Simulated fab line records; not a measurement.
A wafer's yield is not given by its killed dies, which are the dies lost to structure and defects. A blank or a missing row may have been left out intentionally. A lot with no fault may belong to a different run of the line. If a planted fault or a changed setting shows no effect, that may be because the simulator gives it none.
A lot that was struck, set against a sound lot	flow nand harc	36 out of 1159 route steps
Sound: wafers L700.1, L700.3, L700.6. Struck: wafer L712.2 (left out: L712.3, L712.5 of the same lot, which were not struck); the cause appears at the end.
Order at every step that has rows: each side's tool, ch and its chambers, its first start. Under that, the readings that differ: sound wafers	struck wafers	difference of the means	sigmas: that difference in standard deviations of wafers without a fault.
alike: readings whose means differ by less than 2 such deviations, and words and numbers that are the same on both sides. not compared: withheld readings, readings that some wafer has no value for, bounds like >300 that may hide the same value, and numbers for which the record gives no deviation and whose values overlap.
Wherever a step has rows on one side only, a row that says differs or no value, or a row with sigmas, the two part there. When numbers do not overlap yet have no deviation, they are printed without sigmas and do not part them. A reading that every wafer of one side lacks parts them only if that side has two wafers or more.

first, 9 steps without rows for these wafers: NHARC_A_SGD_CUT_COAT_56 (time 75 s); NHARC_A_SGD_CUT_COAT_57 (time 65 s); NHARC_A_SGD_CUT_COAT_03 (resist thk 90 nm); NHARC_A_SGD_CUT_SOFTBAKE_04 (time 55 s); NHARC_A_SGD_CUT_EBR_05; NHARC_A_SGD_CUT_EXPOSE_06 (exposes mask SGD); NHARC_A_SGD_CUT_PEB_07 (peb time 65 s); NHARC_A_SGD_CUT_DEVELOP_08 (develop time 35 s); NHARC_A_SGD_CUT_DESCUM_14 (chemistry O2, time 3 s).
NHARC_A_SGD_CUT_ETCH_58: etches the open film in CF4, target depth 39 nm, time 65 s.
  sound on rie diel-09 ch 0,2,3, day 14 14:19; struck on rie diel-08 ch 1, day 17 16:46
  alike: drypump motor current A, oes product au, rf vpp V, showerhead plenum p Torr, throttle valve pct
  not compared: rf hours counter h
then, 25 steps without rows for these wafers: NHARC_A_SGD_CUT_ETCH_59 (etches the open film in N2/H2, target depth 260 nm, time 406.25 s); NHARC_A_SGD_CUT_ETCH_15 (etches the open film in CH3F/O2, target depth 75 nm, time 64.3 s); NHARC_A_SGD_CUT_ETCH_16 (etches the open film in C4F8/O2/Ar, target depth 310.5 nm, time 155.2 s); NHARC_A_SGD_CUT_STRIP_60 (strips in C4F8/O2/Ar); NHARC_A_SGD_CUT_STRIP_17 (strips in O2); NHARC_A_SGD_CUT_PRECLEAN_18 (cleans in SC1); NHARC_A_SGD_CUT_SRD_19; NHARC_A_SGD_CUT_DEP_20 (deposits SiO2, target thk 150 nm); NHARC_A_SGD_CUT_ANNEAL_27 (time 1800 s); NHARC_A_SGD_CUT_CMP_21 (polishes, target thk 148.19 nm); NHARC_A_SGD_CUT_SRD_23; NHARC_A_SGD_CUT_ETCH_26 (etches SiO2 in dHF, target depth 45.8 nm); NHARC_A_SGD_CUT_ETCHBACK_24 (etches the open film in CH3F/O2, target depth 50 nm, time 92.857 s); NHARC_A_SGD_CUT_STRIP_28 (strips in O2, time 20 s); NHARC_A_SLIT_DEP_25 (deposits SiO2, target thk 200 nm); NHARC_A_SLIT_DEP_00 (deposits aC, target thk 3200 nm); NHARC_A_SLIT_DEP_23 (deposits SiON, target thk 100 nm); NHARC_A_SLIT_DEHYDRATE_01 (time 120 s); NHARC_A_SLIT_HMDS_02 (time 30 s); NHARC_A_SLIT_COAT_03 (resist thk 90 nm); NHARC_A_SLIT_SOFTBAKE_04 (time 55 s); NHARC_A_SLIT_EBR_05; NHARC_A_SLIT_EXPOSE_06 (exposes mask SLIT); NHARC_A_SLIT_PEB_07 (peb time 65 s); NHARC_A_SLIT_DEVELOP_08 (develop time 35 s).
-- the record jumps here: 5 days lie between the struck wafers' starts before and after (it left off in module A_SLIT and takes up again in module END, whose first step shown is number 1159 of the route) --
NHARC_END_SORT_01:
  only the struck wafers appear in the record here, on prober-01 ch 0 at day 23 01:15; the sound ones have no rows

## WHERE THEY PART
Only at NHARC_END_SORT_01, within this record.

WHY: the cause the simulator had injected
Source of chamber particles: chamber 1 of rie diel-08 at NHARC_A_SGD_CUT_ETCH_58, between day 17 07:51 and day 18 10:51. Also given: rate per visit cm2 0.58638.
